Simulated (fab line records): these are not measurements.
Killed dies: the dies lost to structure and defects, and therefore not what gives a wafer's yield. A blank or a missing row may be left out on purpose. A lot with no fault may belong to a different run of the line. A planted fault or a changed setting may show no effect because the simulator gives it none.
fab line records    flow n5Finfet
record lots=9  wafers=27  lastDay=18
route steps=1938 shown BEOL_M4@1111 BEOL_M5@1175 PASSIVATION@1936
lots that met no fault: taken from a fault-free run of the same line
startH: hours from the record's opening day to when the first of the lot's shown wafers began    waitH: hours since the lot's step before    " unchanged from the row above    L1.1+2: a row that stands for several wafers    - no value, or no start given    * or withheld: withheld    < > ~ a bound
route shown NAME@n: a module of which the file shows steps, and the number in the route of the first    usual: average and standard deviation across the fault-free wafers    same: alike in all rows    chamber/n: place in a boat    sites: per-site readings    _std_site: the standard deviation of these    _edge_site: mean of outer sites minus mean of inner sites    radiusMm: for every site, how far away it sits from the centre of the wafer    mask NAME#n: copy n    behind: tool/chamber where the wafer was last shaped    hold: what put the lot on hold/how long, in hours/how the hold closed    device: transistor that didn't switch, given as n, p or np    end of line: the same wafers' tests at the end of the route    a step given without rows: its recipe and nothing more    killed: the dies lost at the first sort to structure and to defects; this is not the yield of the wafer    map: a wafer's dies, x killed, . not, _ none there
set.NAME: the setting that was run; set.NAME@STEP: the one run at that earlier step    model.NAME: the simulator's own value behind a step, which no gauge read
steps of the route over a sample of lots; a table a step, a row a wafer
services: from which hour (startH, from the record's first day; less than 0 if before it) a tool's chamber was out of use, for how many hours, and why
## steps
# step N5_BEOL_M4_RC_MEAS_101
# usual DIBL_N=35.8/1.5  DIBL_P=35.8/1.7  IOFF_N=0.151/0.022  IOFF_P=0.204/0.027  ION_N=673/8.6  ION_P=462/5.4  SS_N=71.4/0.54  SS_P=73.3/0.56  VT_N=250.5/2.6  VT_P=-251/3.1
lot.wafer  tool       chamber  startH  waitH  DIBL_N[mV/V]  DIBL_P[mV/V]  IOFF_N[nA/um]  IOFF_P[nA/um]  ION_N[uA/um]  ION_P[uA/um]  SS_N[mV/dec]  SS_P[mV/dec]  VT_N[mV]  VT_P[mV]
L528.1     prober-01  0        195.01  0.0    36.7          36.4          0.153          0.202          689           467           71.5          73.5          251.2     -252
L528.2     "          0        "       "      38.6          38.9          0.196          0.240          686           472           71.4          74.0          245.2     -247
L528.4     "          0        "       "      35.3          34.2          0.126          0.182          673           462           70.3          72.3          252.9     -250
L533.1     prober-01  0        213.03  0.0    35.9          35.1          0.147          0.208          672           461           71.2          73.5          249.1     -250
L533.3     "          0        "       "      37.2          35.1          0.158          0.207          672           460           72.3          73.6          249.3     -251
L533.5     "          0        "       "      34.3          32.0          0.118          0.164          659           457           71.1          72.1          252.1     -254
L534.2     prober-01  0        215.84  0.2    33.4          32.7          0.110          0.178          655           458           71.1          72.8          256.1     -254
L534.4     "          0        "       "      36.2          36.8          0.159          0.238          675           467           71.8          73.8          250.2     -249
L534.6     "          0        "       "      33.5          33.2          0.118          0.193          662           460           71.7          72.7          255.2     -249
L538.2     prober-02  0        241.11  0.2    36.6          37.6          0.159          0.189          673           456           72.3          73.7          249.8     -254
L538.3     "          0        "       "      34.6          35.6          0.127          0.160          670           459           71.2          73.6          254.3     -256
L538.6     "          0        "       "      35.2          35.7          0.128          0.156          653           455           70.8          73.2          255.9     -258
L539.2     prober-01  0        253.96  0.2    37.6          36.1          0.164          0.219          681           467           72.0          74.4          250.7     -251
L539.5     "          0        "       "      38.2          36.5          0.172          0.221          681           459           71.8          73.3          251.0     -250
L539.6     "          0        "       "      38.0          36.5          0.171          0.224          679           469           72.0          74.4          251.4     -250
L540.1     prober-01  0        259.65  0.0    35.1          37.4          0.143          0.196          683           462           71.1          73.2          252.7     -252
L540.2     "          0        "       "      34.0          34.9          0.126          0.170          676           459           70.4          72.8          253.2     -252
L540.6     "          0        "       "      32.9          33.9          0.111          0.147          661           458           70.1          72.5          255.1     -256
L547.1     prober-02  0        296.62  0.0    37.3          36.4          0.142          0.227          665           462           72.2          74.1          252.5     -248
L547.3     "          0        "       "      37.9          36.9          0.149          0.240          675           470           71.3          73.2          251.5     -247
L547.4     "          0        "       "      36.8          36.5          0.144          0.223          667           467           71.2          73.3          251.5     -249
L548.2     prober-01  0        297.00  0.2    35.9          36.2          0.163          0.224          680           471           71.2          73.9          248.4     -248
L548.3     "          0        "       "      35.7          37.0          0.162          0.232          677           472           71.3          74.4          247.8     -249
L548.4     "          0        "       "      35.5          36.0          0.160          0.228          685           468           70.9          73.7          250.4     -251
L550.2     prober-01  0        320.38  0.2    35.3          34.7          0.133          0.178          662           455           70.6          72.8          254.3     -255
L550.4     "          0        "       "      36.9          36.3          0.159          0.211          670           460           71.9          74.2          251.2     -252
L550.5     "          0        "       "      35.5          35.1          0.136          0.187          660           458           71.2          72.3          253.6     -252
# step N5_BEOL_M5_SPUTTER_48
# recipe material=Cu  targetThkA=150  tempC=-20  chamberPressurePa=0.07  powerW=withheld  timeS=27.62
# usual throttleValvePct=30.1/1.2
lot.wafer  tool           chamber  startH  waitH  throttleValvePct
L528.1     pvdSputter-02  -        200.62  0.1    28.2
L528.2     "              -        "       "      28.6
L528.4     "              -        "       "      32.5
L533.1     pvdSputter-02  -        221.20  1.6    28.9
L533.3     "              -        "       "      31.2
L533.5     "              -        "       "      28.7
L534.2     pvdSputter-03  -        223.08  0.1    30.5
L534.4     "              -        "       "      29.1
L534.6     "              -        "       "      30.1
L538.2     pvdSputter-03  -        247.42  0.4    31.3
L538.3     "              -        "       "      29.3
L538.6     "              -        "       "      29.1
L539.2     pvdSputter-03  -        261.97  0.1    30.3
L539.5     "              -        "       "      31.1
L539.6     "              -        "       "      30.2
L540.1     pvdSputter-01  -        265.58  0.3    29.3
L540.2     "              -        "       "      30.1
L540.6     "              -        "       "      30.0
L548.2     pvdSputter-02  -        306.07  0.1    32.7
L548.3     "              -        "       "      28.9
L548.4     "              -        "       "      28.1
L547.1     pvdSputter-03  -        306.81  0.6    30.6
L547.3     "              -        "       "      30.9
L547.4     "              -        "       "      28.8
L550.2     pvdSputter-02  -        326.77  0.2    28.9
L550.4     "              -        "       "      32.6
L550.5     "              -        "       "      28.8
# step N5_BEOL_M5_ANNEAL_84
# recipe tempC=400  timeS=1800  ambient=vacuum
# usual heaterPowerW=865/56
lot.wafer  tool           chamber  startH  waitH  heaterPowerW
L528.1     pvdSputter-02  -        202.87  0.0    876
L528.2     "              -        "       "      856
L528.4     "              -        "       "      928
L533.1     pvdSputter-02  -        223.45  0.0    848
L533.3     "              -        "       "      788
L533.5     "              -        "       "      850
L534.2     pvdSputter-03  -        225.34  0.0    953
L534.4     "              -        "       "      894
L534.6     "              -        "       "      788
L538.2     pvdSputter-03  -        249.67  0.0    828
L538.3     "              -        "       "      921
L538.6     "              -        "       "      914
L539.2     pvdSputter-03  -        264.22  0.0    797
L539.5     "              -        "       "      845
L539.6     "              -        "       "      786
L540.1     pvdSputter-01  -        267.83  0.0    838
L540.2     "              -        "       "      845
L540.6     "              -        "       "      859
L548.2     pvdSputter-02  -        308.32  0.0    956
L548.3     "              -        "       "      867
L548.4     "              -        "       "      865
L547.1     pvdSputter-03  -        309.06  0.0    781
L547.3     "              -        "       "      865
L547.4     "              -        "       "      909
L550.2     pvdSputter-02  -        329.02  0.0    855
L550.4     "              -        "       "      956
L550.5     "              -        "       "      870
# step N5_BEOL_M5_ANNEAL_51
# recipe tempC=225  timeS=90  ambient=N2
# usual annealTempCMax=226.52/0.29  wafer_temp_C_max=226.1/0.39
lot.wafer  tool          chamber  startH  waitH  annealTempCMax  wafer_temp_C_max
L528.1     rtpAnneal-02  0        205.25  0.2    226.16          226.4
L528.2     "             0        "       "      226.33          226.1
L528.4     "             0        "       "      226.67          226.3
L533.1     rtpAnneal-02  0        225.79  0.1    226.45          225.9
L533.3     "             0        "       "      226.90          226.0
L533.5     "             0        "       "      227.39          226.3
L534.2     rtpAnneal-02  0        227.87  0.3    226.51          226.2
L534.4     "             0        "       "      227.00          225.9
L534.6     "             0        "       "      226.93          226.4
L538.2     rtpAnneal-01  0        252.01  0.1    226.66          225.5
L538.3     "             0        "       "      226.61          225.6
L538.6     "             0        "       "      226.48          225.9
L539.2     rtpAnneal-02  0        266.56  0.1    226.41          226.0
L539.5     "             0        "       "      226.32          226.4
L539.6     "             0        "       "      226.64          226.2
L540.1     rtpAnneal-02  0        270.22  0.2    226.84          226.4
L540.2     "             0        "       "      226.22          226.7
L540.6     "             0        "       "      226.82          226.3
L548.2     rtpAnneal-01  0        310.66  0.1    227.15          225.6
L548.3     "             0        "       "      226.08          226.2
L548.4     "             0        "       "      226.73          225.9
L547.1     rtpAnneal-02  0        311.47  0.2    226.37          226.5
L547.3     "             0        "       "      226.53          226.4
L547.4     "             0        "       "      226.36          226.0
L550.2     rtpAnneal-01  0        331.51  0.3    226.22          225.9
L550.4     "             0        "       "      226.57          225.8
L550.5     "             0        "       "      226.38          226.0
# step N5_BEOL_M5_CMP_52
# recipe stopOn=SiCOH_lowk  tOverpolishS=6.9  downForcePsi=1  platenRpm=50  clearingPlatenDownForcePsi=1.5  clearingPlatenRpm=50  postCmpClean=cuAlkaline  targetThkNm=62  clearingPlatenPadVelocityMS=0.99484  padVelocityMS=0.99484
# usual barrierFieldEndpointS=25.1/0.54  clearingPlatenDownForcePsi=1.5002/0.003  motorCurrentA=6.0/0.53  overpolishRunS=6.901/0.0091  timeToEndpointS=63.8/2.8
lot.wafer  tool    chamber  startH  waitH  barrierFieldEndpointS  clearingPlatenDownForcePsi  motorCurrentA  overpolishRunS  timeToEndpointS
L528.2     cmp-03  0        205.55  0.2    24.9                   1.5051                      6.6            6.908           62.0
L528.4     "       1        "       "      24.6                   1.5012                      6.9            6.911           63.5
L528.1     "       3        "       "      25.2                   1.5004                      6.1            6.894           64.9
L533.1     cmp-03  3        226.13  0.3    24.9                   1.5016                      5.9            6.896           65.9
L533.3     "       0        "       "      25.5                   1.4981                      6.3            6.898           69.8
L533.5     "       2        "       "      26.7                   1.5011                      5.5            6.901           69.9
L534.2     cmp-04  2        228.19  0.3    25.7                   1.5030                      5.7            6.912           67.1
L534.4     "       3        "       "      25.4                   1.5021                      5.9            6.919           65.4
L534.6     "       0        "       "      25.5                   1.5031                      5.5            6.909           64.4
L538.3     cmp-03  1        252.27  0.2    -                      -                           -              -               -
L538.2     "       2        "       "      -                      -                           -              -               -
L538.6     "       2        "       "      -                      -                           -              -               -
L539.2     cmp-01  2        266.83  0.2    -                      -                           -              -               -
L539.6     "       2        "       "      -                      -                           -              -               -
L539.5     "       3        "       "      -                      -                           -              -               -
L540.1     cmp-04  2        270.52  0.3    -                      -                           -              -               -
L540.2     "       3        "       "      -                      -                           -              -               -
L540.6     "       2        "       "      -                      -                           -              -               -
L548.2     cmp-04  3        310.95  0.2    25.9                   1.5009                      5.8            6.893           67.9
L548.4     "       0        "       "      26.0                   1.5016                      5.2            6.892           67.0
L548.3     "       1        "       "      25.4                   1.4995                      6.1            6.899           63.1
L547.1     cmp-01  3        311.78  0.3    25.0                   1.4937                      6.4            6.894           62.8
L547.4     "       0        "       "      25.2                   1.5020                      6.3            6.900           63.0
L547.3     "       1        "       "      25.2                   1.5034                      5.6            6.896           64.6
L550.2     cmp-04  1        331.77  0.2    25.0                   1.4990                      5.9            6.895           63.8
L550.4     "       2        "       "      25.3                   1.5028                      6.0            6.902           63.0
L550.5     "       1        "       "      25.5                   1.4998                      6.1            6.908           64.3
# step N5_BEOL_M5_THK_MEAS_53
# recipe thkMeasGauge=xrf  reads=Cu_of_BEOL_M5_ECD_50
# usual M5_THK=60.8/1.2
lot.wafer  tool          chamber  startH  waitH  M5_THK[nm]
L528.1     filmMetro-01  -        205.84  -      60.0
L528.2     "             -        "       "      59.6
L528.4     "             -        "       "      62.0
L533.1     filmMetro-01  -        226.38  -      59.8
L533.3     "             -        "       "      62.2
L533.5     "             -        "       "      62.1
L534.2     filmMetro-01  -        228.41  -      63.0
L534.4     "             -        "       "      59.6
L534.6     "             -        "       "      60.8
L538.2     filmMetro-01  -        252.56  0.2    291.2
L538.3     "             -        "       "      296.6
L538.6     "             -        "       "      292.8
L539.2     filmMetro-01  -        267.12  0.3    293.6
L539.5     "             -        "       "      293.2
L539.6     "             -        "       "      295.9
L540.1     filmMetro-02  -        270.82  0.3    289.1
L540.2     "             -        "       "      286.8
L540.6     "             -        "       "      288.9
L548.2     filmMetro-01  -        311.21  -      63.4
L548.3     "             -        "       "      60.2
L548.4     "             -        "       "      62.0
L547.1     filmMetro-02  -        312.08  -      59.9
L547.3     "             -        "       "      60.8
L547.4     "             -        "       "      59.9
L550.2     filmMetro-02  -        332.06  -      60.9
L550.4     "             -        "       "      60.8
L550.5     "             -        "       "      62.7
# step N5_BEOL_M5_RS_MEAS_57
# recipe thkMeasGauge=four-point-probe  reads=Co_of_BEOL_M5_CO_CAP_78+Cu_of_BEOL_M5_ECD_50+Co_of_BEOL_M5_CVD_47+TaN_of_BEOL_M5_ALD_86
# usual M5_RS=0.387/0.0089
lot.wafer  tool          chamber  startH  waitH  M5_RS[ohm/sq]
L528.1     filmMetro-01  -        206.10  0.0    0.391
L528.2     "             -        "       "      0.395
L528.4     "             -        "       "      0.377
L533.1     filmMetro-01  -        226.71  0.1    0.398
L533.3     "             -        "       "      0.382
L533.5     "             -        "       "      0.383
L534.2     filmMetro-01  -        228.67  0.1    0.380
L534.4     "             -        "       "      0.402
L534.6     "             -        "       "      0.391
L538.2     filmMetro-01  -        252.82  0.1    0.055
L538.3     "             -        "       "      0.054
L538.6     "             -        "       "      0.054
L539.2     filmMetro-02  -        267.40  0.1    0.054
L539.5     "             -        "       "      0.054
L539.6     "             -        "       "      0.054
L540.1     filmMetro-02  -        271.21  0.0    0.054
L540.2     "             -        "       "      0.055
L540.6     "             -        "       "      0.054
L548.2     filmMetro-01  -        311.47  0.1    0.376
L548.3     "             -        "       "      0.398
L548.4     "             -        "       "      0.384
L547.1     filmMetro-01  -        312.34  0.0    0.393
L547.3     "             -        "       "      0.384
L547.4     "             -        "       "      0.393
L550.2     filmMetro-02  -        332.35  0.1    0.386
L550.4     "             -        "       "      0.386
L550.5     "             -        "       "      0.372
# step N5_BEOL_M5_INSPECT_58
# recipe inspectInstrument=darkfield  mode=postDep
# usual rawDefectCount=74/27
lot.wafer  tool              chamber  startH  waitH  rawDefectCount
L528.1     defectInspect-02  -        206.13  0.0    61
L528.2     "                 -        "       "      68
L528.4     "                 -        "       "      55
L533.1     defectInspect-01  -        226.74  0.0    118
L533.3     "                 -        "       "      103
L533.5     "                 -        "       "      81
L534.2     defectInspect-01  -        228.70  0.0    48
L534.4     "                 -        "       "      103
L534.6     "                 -        "       "      59
L538.2     defectInspect-02  -        252.85  0.0    2007
L538.3     "                 -        "       "      1964
L538.6     "                 -        "       "      1943
L539.2     defectInspect-01  -        267.42  0.0    1986
L539.5     "                 -        "       "      2048
L539.6     "                 -        "       "      2063
L540.1     defectInspect-02  -        271.23  0.0    2031
L540.2     "                 -        "       "      2011
L540.6     "                 -        "       "      2060
L548.2     defectInspect-02  -        311.49  0.0    70
L548.3     "                 -        "       "      47
L548.4     "                 -        "       "      62
L547.1     defectInspect-02  -        312.36  0.0    32
L547.3     "                 -        "       "      22
L547.4     "                 -        "       "      58
L550.2     defectInspect-01  -        332.38  0.0    69
L550.4     "                 -        "       "      68
L550.5     "                 -        "       "      107
# step N5_PASSIVATION_PROBE_49
# usual defectLimitedYield=91.3/1.4  killed_at_M0_to_M3=33/10  killed_at_M4_up=15/6.1  killedAtContacts=12/6.7  killedAtFrontEnd=39/11  killedAtOther=4/3.3  killedDies=103/16  killedOnRim=14/4  killedOpen=68/12  killedShort=34/7.2  sort_bin_5_function=5.1/0.88  sort_bin_6_memory=3.3/0.67  sortNPass=1077/16  sortYieldPct=91.3/1.4
# same grossDies=1180  killedAtBackSide=0  sort_bin_4_leakage[%]=0  sort_bin_8_speed[%]=0
lot.wafer  tool       chamber  startH  waitH  defectLimitedYield[%]  killed_at_M0_to_M3  killed_at_M4_up  killedAtContacts  killedAtFrontEnd  killedAtOther  killedDies  killedOnRim  killedOpen  killedShort  sort_bin_5_function[%]  sort_bin_6_memory[%]  sortNPass  sortYieldPct[%]
L538.2     prober-02  -        342.73  0.1    0                      19                  1100             26                30                5              1180        152          71          29           4.7                     3.6                   0          0
L538.3     prober-02  -        342.78  0.1    0                      23                  1080             25                43                9              1180        152          86          36           6.1                     4.0                   0          0
L538.6     prober-02  -        342.93  0.3    0                      13                  1100             18                38                11             1180        152          74          26           5.3                     2.9                   0          0
L539.2     prober-02  -        347.64  0.1    0                      18                  1085             12                55                10             1180        152          82          29           5.3                     3.5                   0          0
L539.5     prober-02  -        347.79  0.2    0                      33                  1076             37                27                7              1180        152          79          33           6.0                     3.4                   0          0
L539.6     prober-02  -        347.84  0.3    0                      43                  1061             37                34                5              1180        152          83          45           6.7                     4.0                   0          0
L540.1     prober-01  -        359.65  0.0    0                      32                  1114             9                 22                3              1180        152          56          18           4.2                     2.2                   0          0
L540.2     prober-01  -        359.70  0.1    0                      25                  1119             11                24                1              1180        152          56          27           4.3                     2.7                   0          0
L540.6     prober-01  -        359.90  0.3    0                      39                  1084             6                 50                1              1180        152          66          32           5.5                     2.9                   0          0
# killed by level:class
L538.2 BEOL_M5:areaCmp=1080 MOL_CONTACT_COAG:geometricParticle:open=18 GATE_CUT:geometricParticle:open=8 MOL_CONTACT_COAG:geometricParticle:short=8 GATE_CUT:geometricParticle:short=5 BEOL_M0_SAQP:geometricParticle:short=4 BEOL_M3:geometricParticle:open=4 BEOL_M4:geometricParticle:open=4
L538.3 BEOL_M5:areaCmp=1058 MOL_CONTACT_COAG:geometricParticle:open=21 FIN_SAQP:geometricParticle:open=16 BEOL_M4:geometricParticle:open=11 FIN_SAQP:geometricParticle:short=10 BEOL_M3:geometricParticle:open=6 BEOL_M0_SAQP:geometricParticle:open=5 BEOL_M2:geometricParticle:open=5
L538.6 BEOL_M5:areaCmp=1079 FIN_SAQP:geometricParticle:open=15 MOL_CONTACT_COAG:geometricParticle:open=14 BEOL_M4:geometricParticle:open=11 FIN_SAQP:geometricParticle:short=8 MIM_TOP_ETCH:geometricParticle:open=5 MOL_CONTACT_COAG:geometricParticle:short=4 BEOL_M3:geometricParticle:open=4
L539.2 BEOL_M5:areaCmp=1069 FIN_SAQP:geometricParticle:open=20 FIN_SAQP:geometricParticle:short=11 MOL_CONTACT_COAG:geometricParticle:open=9 BEOL_M2:geometricParticle:open=9 BEOL_M4:geometricParticle:open=6 BEOL_M5:geometricParticle:open=6 STI_FIN_REVEAL:geometricParticle:open=5
L539.5 BEOL_M5:areaCmp=1068 MOL_CONTACT_COAG:geometricParticle:open=25 MOL_CONTACT_COAG:geometricParticle:short=12 BEOL_M3:geometricParticle:open=10 STI_FIN_REVEAL:geometricParticle:open=6 FIN_SAQP:geometricParticle:open=5 BEOL_M2:geometricParticle:open=5 BEOL_M0_SAQP:geometricParticle:short=5
L539.6 BEOL_M5:areaCmp=1051 MOL_CONTACT_COAG:geometricParticle:open=28 BEOL_M0_SAQP:geometricParticle:short=13 BEOL_M2:geometricParticle:open=12 MOL_CONTACT_COAG:geometricParticle:short=9 FIN_SAQP:geometricParticle:open=8 BEOL_M0_SAQP:geometricParticle:open=8 BEOL_M4:geometricParticle:open=6
L540.1 BEOL_M5:areaCmp=1104 BEOL_M0_SAQP:geometricParticle:open=8 BEOL_M3:geometricParticle:open=8 MOL_CONTACT_COAG:geometricParticle:open=7 STI_FIN_REVEAL:geometricParticle:open=6 FIN_SAQP:geometricParticle:open=5 BEOL_M0_SAQP:geometricParticle:short=5 BEOL_M2:geometricParticle:open=5
L540.2 BEOL_M5:areaCmp=1095 STI_FIN_REVEAL:geometricParticle:open=12 BEOL_M4:geometricParticle:open=11 MOL_CONTACT_COAG:geometricParticle:open=8 BEOL_M0_SAQP:geometricParticle:short=7 BEOL_M6:geometricParticle:open=6 BEOL_M0_SAQP:geometricParticle:open=5 STI_FIN_REVEAL:geometricParticle:short=4
L540.6 BEOL_M5:areaCmp=1079 STI_FIN_REVEAL:geometricParticle:open=20 BEOL_M0_SAQP:geometricParticle:open=12 BEOL_M0_SAQP:geometricParticle:short=11 BEOL_M3:geometricParticle:open=9 STI_FIN_REVEAL:geometricParticle:short=5 FIN_SAQP:geometricParticle:open=4 FIN_SAQP:geometricParticle:short=4
## services
tool           chamber  startH  hours  kind
cmp-04         -        178.05  2.9    repair
cmp-04         -        184.62  0.4    repair
cmp-03         -        207.00  12.5   pm
cmp-04         -        208.67  0.8    repair
cmp-03         -        229.51  4.0    pm
cmp-03         -        233.51  -      consumableReplace:conditioner
cmp-03         -        233.51  -      consumableReplace:pad
cmp-01         -        269.07  5.5    pm
cmp-04         -        275.63  4.0    pm
cmp-03         -        279.06  0.5    repair
cmp-04         -        279.63  -      consumableReplace:conditioner
cmp-04         -        279.63  -      consumableReplace:pad
pvdSputter-02  -        281.56  1.6    repair
cmp-04         -        286.66  4.5    repair
cmp-01         -        327.32  4.0    pm
cmp-01         -        331.32  -      consumableReplace:conditioner
cmp-01         -        331.32  -      consumableReplace:pad
## key
firstSign step=N5_BEOL_M5_CMP_52  reading=toolRecord  direction=missing
effect step=N5_BEOL_M5_THK_MEAS_53  reading=M5_THK  direction=up  sigmas=99+  usual=60.8  struck=292.0
effect step=N5_BEOL_M5_RS_MEAS_57  reading=M5_RS  direction=down  sigmas=38  usual=0.387  struck=0.054
effect step=N5_BEOL_M5_INSPECT_58  reading=rawDefectCount  direction=up  sigmas=71  usual=74  struck=2013
effect step=N5_PASSIVATION_PROBE_49  reading=killed_at_M4_up  direction=up  sigmas=99+  usual=15  struck=1091
moreKillsBornAt N5_BEOL_M5_CMP_52@cmp-04=3278  N5_BEOL_M5_CMP_52@cmp-03=3217  N5_BEOL_M5_CMP_52@cmp-01=3188
metAt N5_BEOL_M5_CMP_52
struckLots L538,L539,L540
laterRowsLeftOut L538.2,L538.3,L538.6,L539.2,L539.5,L539.6,L540.1,L540.2,L540.6
notActingAt N5_BEOL_M5_SPUTTER_48,N5_BEOL_M5_ANNEAL_84,N5_BEOL_M5_ANNEAL_51
onsetBetween 228.19 252.27
fault kind=skippedStepWhole  tool=cmp-01,cmp-03,cmp-04  chamber=-  onsetH=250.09  steps=N5_BEOL_M5_CMP_52  scope=struckLotsOnly
# laterRowsLeftOut: the simulator's readings of these wafers behind a module that went badly wrong aren't trusted and aren't shown, but for the sort
